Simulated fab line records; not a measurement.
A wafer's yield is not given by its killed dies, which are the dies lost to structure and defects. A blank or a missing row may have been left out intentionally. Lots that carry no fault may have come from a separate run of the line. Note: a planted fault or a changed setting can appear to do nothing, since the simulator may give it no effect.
Struck lot and sound lot, side by side | flow nand-harc | 41 out of 1159 route steps
Sound: the wafers L606.1, L606.4, L606.6. Struck: wafers L616.1, L616.5. (L616.6 of the same lot was not struck and is left out.) The cause comes at the end.
Order at every step that has rows: each side's tool, ch and its chambers, its first start. Under that, the readings that differ: sound wafers | struck wafers | difference of the means | sigmas: that difference in standard deviations of wafers without a fault.
alike: readings whose means differ by less than 2 such deviations, and words and numbers that are the same on both sides. not compared: withheld readings, readings that some wafer has no value for, bounds like >300 that may hide the same value, and numbers for which the record gives no deviation and whose values overlap.
Wherever a step has rows on one side only, a row that says differs or no value, or a row with sigmas, the two part there. When numbers do not overlap yet have no deviation, they are printed without sigmas and do not part them. Lack of a reading on every wafer of one side parts them only where that side has two or more wafers.

first, 4 steps without rows for these wafers: NHARC_A_SGD_CUT_EBR_05; NHARC_A_SGD_CUT_EXPOSE_06 (exposes mask SGD); NHARC_A_SGD_CUT_PEB_07 (peb time 65 s); NHARC_A_SGD_CUT_DEVELOP_08 (develop time 35 s).
NHARC_A_SGD_CUT_CD_MEAS_09: target cd 100 nm.
  sound on cd-sem-01 ch 0, day 14 05:38; struck on cd-sem-01 ch 0, day 16 09:02
  alike: cd-nm
NHARC_A_SGD_CUT_OVL_MEAS_10:
  sound on overlay-01 at day 14 05:44; struck on overlay-01 at day 16 09:08
  alike: overlay-x-nm, overlay-y-nm
NHARC_A_SGD_CUT_INSPECT_11:
  sound on defect-inspect-02 at day 14 05:46; struck on defect-inspect-02 at day 16 09:10
  alike: raw-defect-count
then, 2 steps without rows for these wafers: NHARC_A_SGD_CUT_DESCUM_14 (chemistry O2, time 3 s); NHARC_A_SGD_CUT_ETCH_58 (etches the open film in CF4, target depth 39 nm, time 65 s).
NHARC_A_SGD_CUT_ETCH_59: etches the open film in N2/H2, target depth 260 nm, time 406.25 s.
  sound on rie-diel-08 ch 0,2; struck on rie-diel-08 ch 0,2
  reading    | sound             | struck      | difference | sigmas
  bias-w (W) | 150.1 150.5 150.6 | 149.4 149.5 | -1.0       | -2
  alike: drypump-motor-current-A, oes-product-au, rf-fwd-power-W, rf-vpp-V, showerhead-plenum-p-Torr, throttle-valve-pct
  not compared: rf-hours-counter-h
NHARC_A_SGD_CUT_ETCH_15: etches the open film in CH3F/O2, target depth 75 nm, time 64.3 s.
  sound on rie-diel-08 ch 0,1,2; struck on rie-diel-08 ch 1,3
  alike: bias-w, drypump-motor-current-A, o2-flow-sccm, oes-product-au, rf-fwd-power-W, rf-vpp-V, showerhead-plenum-p-Torr, throttle-valve-pct
  not compared: rf-hours-counter-h
then, 1 step without rows for these wafers: NHARC_A_SGD_CUT_ETCH_16 (etches the open film in C4F8/O2/Ar, target depth 310.5 nm, time 155.2 s).
NHARC_A_SGD_CUT_STRIP_60: strips in C4F8/O2/Ar.
  sound on rie-diel-08 ch 0,1,3, day 14 06:32; struck on rie-diel-08 ch 2,3, day 16 09:56
NHARC_A_SGD_CUT_STRIP_17: strips in O2.
  sound on rie-diel-08 ch 0,1,3; struck on rie-diel-08 ch 2,3
  alike: drypump-motor-current-A, o2-flow-sccm, oes-product-au, rf-vpp-V, showerhead-plenum-p-Torr, throttle-valve-pct
  not compared: rf-hours-counter-h
then, 5 steps without rows for these wafers: NHARC_A_SGD_CUT_PRECLEAN_18 (cleans in SC1); NHARC_A_SGD_CUT_SRD_19; NHARC_A_SGD_CUT_DEP_20 (deposits SiO2, target thk 150 nm); NHARC_A_SGD_CUT_ANNEAL_27 (time 1800 s); NHARC_A_SGD_CUT_CMP_21 (polishes, target thk 148.19 nm).
NHARC_A_SGD_CUT_THK_MEAS_22: measures by ellipsometry.
  sound on film-metro-02 at day 14 14:23; struck on film-metro-02 at day 16 15:21
  alike: thk-nm
then, 4 steps without rows for these wafers: NHARC_A_SGD_CUT_SRD_23; NHARC_A_SGD_CUT_ETCH_26 (etches SiO2 in dHF, target depth 45.8 nm); NHARC_A_SGD_CUT_ETCHBACK_24 (etches the open film in CH3F/O2, target depth 50 nm, time 92.857 s); NHARC_A_SGD_CUT_STRIP_28 (strips in O2, time 20 s).
NHARC_A_SLIT_DEP_25: deposits SiO2, target thk 200 nm.
  sound on pecvd-04 ch 1,2, day 14 14:55; struck on pecvd-01 ch 1, day 16 16:07
  alike: heater-power-outer-w, heater-power-w, rf-fwd-power-W, throttle-valve-pct
then, 10 steps without rows for these wafers: NHARC_A_SLIT_DEP_00 (deposits aC, target thk 3200 nm); NHARC_A_SLIT_DEP_23 (deposits SiON, target thk 100 nm); NHARC_A_SLIT_DEHYDRATE_01 (time 120 s); NHARC_A_SLIT_HMDS_02 (time 30 s); NHARC_A_SLIT_COAT_03 (resist thk 90 nm); NHARC_A_SLIT_SOFTBAKE_04 (time 55 s); NHARC_A_SLIT_EBR_05; NHARC_A_SLIT_EXPOSE_06 (exposes mask SLIT); NHARC_A_SLIT_PEB_07 (peb time 65 s); NHARC_A_SLIT_DEVELOP_08 (develop time 35 s).
NHARC_A_SLIT_CD_MEAS_09: target cd 300 nm.
  sound on cd-sem-02 ch 0, day 14 19:44; struck on cd-sem-01 ch 0, day 16 19:05
  alike: cd-nm
NHARC_A_SLIT_OVL_MEAS_10:
  sound on overlay-01 at day 14 19:49; struck on overlay-02 at day 16 19:10
  alike: overlay-x-nm, overlay-y-nm
then, 2 steps without rows for these wafers: NHARC_A_SLIT_DESCUM_14 (chemistry O2, time 3 s); NHARC_A_SLIT_ETCH_24 (etches the open film in CF4/CHF3, target depth 121 nm, time 60.5 s).
NHARC_A_SLIT_ETCH_15: etches the open film in O2/COS, target depth 3200 nm, time 832 s.
  sound on rie-diel-10 ch 0,1; struck on rie-diel-09 ch 0
  reading                         | sound          | struck    | difference | sigmas
  showerhead-plenum-p-Torr (Torr) | 3.30 3.19 3.19 | 3.00 3.00 | -0.23      | -2
  alike: bias-w, drypump-motor-current-A, o2-flow-sccm, oes-product-au, rf-fwd-power-W, rf-vpp-V, throttle-valve-pct
  not compared: rf-hours-counter-h
-- break in the record here, with 5 days between the starts of the struck wafers on either side (left off in module A_SLIT, picked up again in module END, where the first step shown is number 1159 on the route) --
NHARC_END_SORT_01:
  sound on prober-01 ch 0, day 19 14:06; struck on prober-02 ch 0, day 21 13:49
  reading             | sound    | struck | difference | sigmas
  killed-at-array     | 28 17 29 | 68 67  | +43        | +5
  killed-at-periphery | 1 1 1    | 5 7    | +5         | +2
  killed-dies         | 29 18 30 | 73 74  | +48        | +5
  alike: killed-at-other, killed-open, killed-short

== WHERE THEY PART ==
First at NHARC_A_SGD_CUT_ETCH_59; last, within this record, at NHARC_END_SORT_01.

WHY: whatever the simulator had introduced
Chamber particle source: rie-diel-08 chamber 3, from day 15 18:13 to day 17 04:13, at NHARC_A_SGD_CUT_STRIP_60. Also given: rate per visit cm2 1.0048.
